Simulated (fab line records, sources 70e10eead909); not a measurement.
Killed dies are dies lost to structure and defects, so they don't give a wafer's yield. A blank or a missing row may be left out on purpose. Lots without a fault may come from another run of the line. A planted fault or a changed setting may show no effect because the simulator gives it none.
Chamber matching | flow nand_harc | NHARC_THIN_TSV_DEP_47 on pecvd-03: 3 sister chambers
The step deposits SiO2, target thk 200 nm. 3 wafers are shown with their chamber, then 7 later ones without.

WAFERS WITH THEIR CHAMBER
wafer  | chamber | throttle_valve_pct (%)
L554.5 | 0       | 15.9
L558.2 | 2       | 15.6
L558.3 | 1       | 15.5

WAFERS WITHOUT THEIR CHAMBER
wafer  | throttle_valve_pct (%)
L558.4 | 15.8
L557.1 | 15.8
L557.2 | 15.8
L557.3 | 16.1
L564.4 | 15.8
L564.5 | 15.1
L564.6 | 15.9

WHICH CHAMBER EACH WENT THROUGH
wafer  | from the rows above          | in truth
L558.4 | can't be placed: 0 or 2 or 1 | 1
L557.1 | can't be placed: 0 or 2 or 1 | 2
L557.2 | can't be placed: 0 or 2 or 1 | 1
L557.3 | can't be placed: 0 or 2      | 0
L564.4 | can't be placed: 0 or 2 or 1 | 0
L564.5 | can't be placed: 1 or 2      | 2
L564.6 | can't be placed: 0 or 2      | 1
Placed correctly: 0 of 7. Can't be placed from these rows: 7 (the true chamber is among the candidates in 6). Placed wrongly: 0.
How it was worked out, from the rows above alone: a wafer's distance from a chamber is the root of the sum, over the readings, of the square of ((its reading less the chamber's mean) divided by the reading's scatter). The wafer belongs to the nearest chamber; if the next one is less than 2 further off, it can't be placed. A chamber's mean is the mean of its shown wafers. The scatter: with one shown wafer a chamber, the root of the mean of the squares of how far each hidden wafer lies from its nearest shown one.
